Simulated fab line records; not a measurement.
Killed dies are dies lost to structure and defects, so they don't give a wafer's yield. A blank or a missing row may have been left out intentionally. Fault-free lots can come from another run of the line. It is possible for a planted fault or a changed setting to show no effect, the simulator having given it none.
Which tool is to blame? | flow nand harc | 18 wafers from 6 lots sampled at 4 of the route's 1302 steps

## WHAT THE GAUGES READ, wafer by wafer
NHARC_A_SGD_CUT_CD_MEAS_09: target cd 100 nm.
lot  | measured     | on        | cd nm (nm)
L101 | day 20 09:52 | cd sem-03 | 100.3 99.4 100.0
L104 | day 21 22:14 | cd sem-03 | 100.0 99.9 98.8
L109 | day 23 10:23 | cd sem-01 | 99.0 99.0 99.0
L115 | day 25 13:11 | cd sem-02 | 100.2 99.7 99.9
L118 | day 26 23:05 | cd sem-02 | 124.1 123.8 124.0 124.0 123.9 124.3
L121 | day 27 23:26 | cd sem-02 | 99.6 99.5 99.5

## WHICH TOOL RAN EACH LOT (tool, then ch and the chambers of the sampled wafers, then the start)
lot  | NHARC_A_STAIRCASE_DEP_471       | NHARC_A_STAIRCASE_CMP_472     | NHARC_A_SGD_CUT_EXPOSE_06
L101 | pecvd-02 ch 0,1,2, day 20 08:29 | cmp-04 ch 0,3, day 20 08:44   | arfi scanner-03 ch 0, day 20 09:43
L104 | pecvd-03 ch 0,1,2, day 21 20:59 | cmp-04 ch 0,3, day 21 21:13   | arfi scanner-02 ch 0, day 21 22:05
L109 | pecvd-04 ch 0,1,2, day 23 09:04 | cmp-02 ch 0,2,3, day 23 09:18 | arfi scanner-01 ch 0, day 23 10:16
L115 | pecvd-03 ch 0,1,2, day 25 11:43 | cmp-02 ch 0,1,3, day 25 12:01 | arfi scanner-03 ch 0, day 25 13:02
L118 | pecvd-02 ch 0,1, day 26 21:41   | cmp-02 ch 0,1,2, day 26 21:58 | arfi scanner-02 ch 0, day 26 22:56
L121 | pecvd-04 ch 1,2, day 27 22:05   | cmp-04 ch 0,2, day 27 22:19   | arfi scanner-01 ch 0, day 27 23:18
- NHARC_A_STAIRCASE_DEP_471: deposits SiO2, target thk 100 nm.
- NHARC_A_STAIRCASE_CMP_472: polishes SiO2.
- NHARC_A_SGD_CUT_EXPOSE_06: exposes mask SGD.

## THE ANSWER, worked out from the rows above alone
Rule: what is usual is taken from the lots themselves. The widest of any qualifying gaps counts: lots, ordered by their means at a reading, are off when they make up no more than a third of the lots, leave a main group of 4 or more, and stand apart from it by 3 or more times the standard deviation of that group's means. Not used: any main group whose means are identical at the precision the tables above print for the reading. Also off: a lot with no number at a reading for which 4 or more lots have one. The other lots that the step has rows for count as sound.
Off, at NHARC_A_SGD_CUT_CD_MEAS_09 on cd nm: L118. The main group has a mean of 99.6 nm with a standard deviation of 0.34.
If a tool, at a process step before that reading, ran all the lots that are off and no sound lot after the first of them, it fits. Those tools and the gauges at NHARC_A_SGD_CUT_CD_MEAS_09 are tried in the same way. Can't be told from this: 3 tools fit, pecvd-02 at NHARC_A_STAIRCASE_DEP_471, cmp-02 at NHARC_A_STAIRCASE_CMP_472, arfi scanner-02 at NHARC_A_SGD_CUT_EXPOSE_06.

## WHAT THE SIMULATOR HAD PUT IN
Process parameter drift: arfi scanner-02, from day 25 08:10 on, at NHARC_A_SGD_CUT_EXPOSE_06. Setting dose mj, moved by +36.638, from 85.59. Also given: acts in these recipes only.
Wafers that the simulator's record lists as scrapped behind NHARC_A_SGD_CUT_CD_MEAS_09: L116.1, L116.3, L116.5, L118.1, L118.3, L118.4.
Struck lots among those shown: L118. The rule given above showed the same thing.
